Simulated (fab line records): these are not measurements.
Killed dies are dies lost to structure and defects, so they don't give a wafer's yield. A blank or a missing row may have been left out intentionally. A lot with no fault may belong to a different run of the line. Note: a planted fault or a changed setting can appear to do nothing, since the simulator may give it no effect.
2 desks, one fault -- flow n5 finfet -- numbers are kept per desk, each desk with only its own; the story behind them comes last

## METROLOGY DESK
Means of the sampled wafers that have a number, per lot and without regard to the tool the lot ran on: this is what the gauges read. The brackets show how far a lot's mean lies from the usual mean; more than 4 standard deviations puts the lot out of limits, marked OUT. Shown are 7 of the 11 readings it has, namely the first that went out of limits plus those furthest out on some lot.
Columns: A = cd nm at N5_HKMG_FIN_CD_MEAS_49, usual 202.5 nm; B = DIBL_P at N5_BEOL_M4_RC_MEAS_101, usual 36.3 mV/V; C = IOFF_N at N5_BEOL_M4_RC_MEAS_101, usual 0.16 nA/um; D = IOFF_P at N5_BEOL_M4_RC_MEAS_101, usual 0.21 nA/um; E = ION_P at N5_BEOL_M4_RC_MEAS_101, usual 465 uA/um; F = VT_N at N5_BEOL_M4_RC_MEAS_101, usual 249 mV; G = VT_P at N5_BEOL_M4_RC_MEAS_101, usual -250.0 mV
lot,first seen here,A,B,C,D,E,F,G
L609,day 4 00:01,201.8,35.0,0.14,0.23,468,254,-245.4
L612,day 4 17:58,202.4,32.2,0.11,0.17,455,255,-252.9
L614,day 5 05:32,207.0 (+5.9) OUT,37.4,0.16,0.21,465,252,-253.0
L615,day 5 11:59,204.5,37.0,0.16,0.21,467,249,-249.2
L617,day 6 03:17,201.9,38.7,0.17,0.19,454,251,-253.6
L621,day 7 01:19,203.5,40.2,0.24,0.30,480,244,-246.4
L623,day 7 12:49,202.9,36.4,0.18,0.23,467,249,-247.6
L626,day 8 05:24,202.4,35.7,0.15,0.20,464,252,-249.8
L631,day 9 16:03,202.0,39.0,0.21,0.27,470,244,-246.3
L632,day 9 19:50,201.9,35.8,0.15,0.21,467,251,-250.2
This desk's finding: out of limits on L614; first on L614, day 5 05:32 (cd nm at N5_HKMG_FIN_CD_MEAS_49). L609, L612, L615, L617, L621, L623, L626, L631, L632 stayed within limits.

## TOOL OWNER'S DESK, arfi scanner-01
The tool's own readings at N5_HKMG_FIN_EXPOSE_46 (exposes mask NDIPOLE): means of the sampled wafers that have a number, for each lot that ran on this tool. The brackets show how far a lot's mean lies from the usual mean; more than 4 standard deviations puts the lot out of limits, marked OUT.
Columns: A = exposure dose mJ cm2 at N5_HKMG_FIN_EXPOSE_46, usual 39.98; B = stage vel mm s at N5_HKMG_FIN_EXPOSE_46, usual 499.95 mm/s
lot,first seen here,A,B
L612,day 4 17:50,40.01,499.89
L614,day 5 05:26,41.97 (+51) OUT,500.01
L615,day 5 11:51,41.56 (+41) OUT,500.17
This desk's finding: out of limits on L614, L615; first on L614, day 5 05:26 (exposure dose mJ cm2 at N5_HKMG_FIN_EXPOSE_46). L612 stayed within limits.

## PUT TOGETHER
The tool owner's desk could have raised an alarm at day 5 05:26, on L614, L615.
At day 5 05:32 the metrology desk could have sounded an alarm, on L614.
The metrology desk holds a record of L615, inside its limits.
All the named lots went through N5_HKMG_FIN_EXPOSE_46 on arfi scanner-01.

## WHAT HAD BEEN PUT IN BY THE SIMULATOR
Drift in process parameters on arfi scanner-01 at N5_HKMG_FIN_EXPOSE_46, starting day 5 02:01. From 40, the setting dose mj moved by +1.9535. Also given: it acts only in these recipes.
Struck lots among those shown: L614, L615.
Hours from the fault's start to each desk's first reading out of limits: the tool owner's desk, 3; the metrology desk, 4.
